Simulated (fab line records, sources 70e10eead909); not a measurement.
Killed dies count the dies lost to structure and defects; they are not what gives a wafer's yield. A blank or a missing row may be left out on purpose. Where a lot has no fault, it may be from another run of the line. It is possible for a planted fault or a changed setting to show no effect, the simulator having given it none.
The same fault as seen by 2 desks -- flow nand-harc -- each desk has only its own numbers; what lay behind them comes last

## TOOL OWNER'S DESK, ald-hk-03
The tool's own readings at NHARC_A_CHANNEL_FILL_D1_ALD_02 (deposits SiO2, target thk 6 nm, pulse time 10 s, ald cycles 60): means of the sampled wafers that have a number, for each lot that ran on this tool. The brackets show how far a lot's mean lies from the usual mean; more than 4 standard deviations puts the lot out of limits, marked OUT.
Columns: A = heater-power-w at NHARC_A_CHANNEL_FILL_D1_ALD_02, usual 501 W; B = precursor-pulse-height-rel at NHARC_A_CHANNEL_FILL_D1_ALD_02, usual 0.997
lot,first seen here,A,B
L747,day 9 03:06,531,0.991
L756,day 13 02:31,507,1.000
L757,day 13 15:43,490,0.979
L759,day 14 05:33,488,1.013
L762,day 15 17:53,521,0.989
L763,day 15 18:33,489,0.995
Result from this desk: across the 6 lots, nothing is out of limits.

## THE DEFECT DESK
Lot by lot, what the route's inspections counted, given as the mean of those sampled wafers with a number. The brackets show how far a lot's mean lies from the usual mean; more than 4 standard deviations puts the lot out of limits, marked OUT.
Columns: A = raw-defect-count at NHARC_A_CHANNEL_HOLE_D1_INSPECT_12, usual 5.2
lot,first seen here,A
L746,day 8 13:30,6.0
L747,day 8 19:49,4.7
L752,day 10 23:47,4.0
L756,day 12 19:18,2.7
L757,day 13 08:33,6.3
L759,day 13 22:27,5.7
L761,day 14 11:44,4.3
L762,day 15 10:30,5.0
L763,day 15 10:40,6.3
L769,day 18 09:44,6.3
Result from this desk: across the 10 lots, nothing is out of limits.

## TAKEN TOGETHER
The desk of the tool owner found nothing out of limits.
The defect desk saw nothing out of limits.

## WHAT THE SIMULATOR HAD INSERTED
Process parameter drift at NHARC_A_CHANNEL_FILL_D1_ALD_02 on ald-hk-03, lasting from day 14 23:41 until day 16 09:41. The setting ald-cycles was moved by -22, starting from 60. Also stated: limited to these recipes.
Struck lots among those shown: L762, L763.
